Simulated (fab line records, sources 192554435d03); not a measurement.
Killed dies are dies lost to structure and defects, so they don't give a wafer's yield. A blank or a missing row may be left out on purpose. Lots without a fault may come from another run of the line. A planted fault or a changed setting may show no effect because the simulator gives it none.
Chamber matching | flow n5_finfet | N5_BEOL_M0_SAQP_STRIP_108 on rie_diel-03: 4 sister chambers
The step strips in N2/H2. 4 wafers are shown with their chamber, then 8 later ones without.

WAFERS WITH THEIR CHAMBER
wafer  | chamber | showerhead_plenum_p_Torr (Torr)
L081.3 | 3       | 3.45
L083.4 | 2       | 3.32
L083.6 | 0       | 3.37
L092.1 | 1       | 3.29

WAFERS WITHOUT THEIR CHAMBER
wafer  | showerhead_plenum_p_Torr (Torr)
L092.3 | 3.45
L092.4 | 3.31
L093.1 | 3.31
L093.5 | 3.29
L093.6 | 3.36
L094.2 | 3.35
L094.3 | 3.29
L094.5 | 3.29

WHICH CHAMBER EACH WENT THROUGH
wafer  | from the rows above     | in truth
L092.3 | 3                       | 3
L092.4 | can't be placed: 2 or 1 | 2
L093.1 | can't be placed: 2 or 1 | 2
L093.5 | 1                       | 1
L093.6 | 0                       | 0
L094.2 | can't be placed: 0 or 2 | 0
L094.3 | 1                       | 1
L094.5 | 1                       | 1
Placed correctly: 5 of 8. Can't be placed from these rows: 3 (the true chamber is among the candidates in 3). Placed wrongly: 0.
How it was worked out, from the rows above alone: a wafer's distance from a chamber is the root of the sum, over the readings, of the square of ((its reading less the chamber's mean) divided by the reading's scatter). The wafer belongs to the nearest chamber; if the next one is less than 2 further off, it can't be placed. A chamber's mean is the mean of its shown wafers. The scatter: with one shown wafer a chamber, the root of the mean of the squares of how far each hidden wafer lies from its nearest shown one.
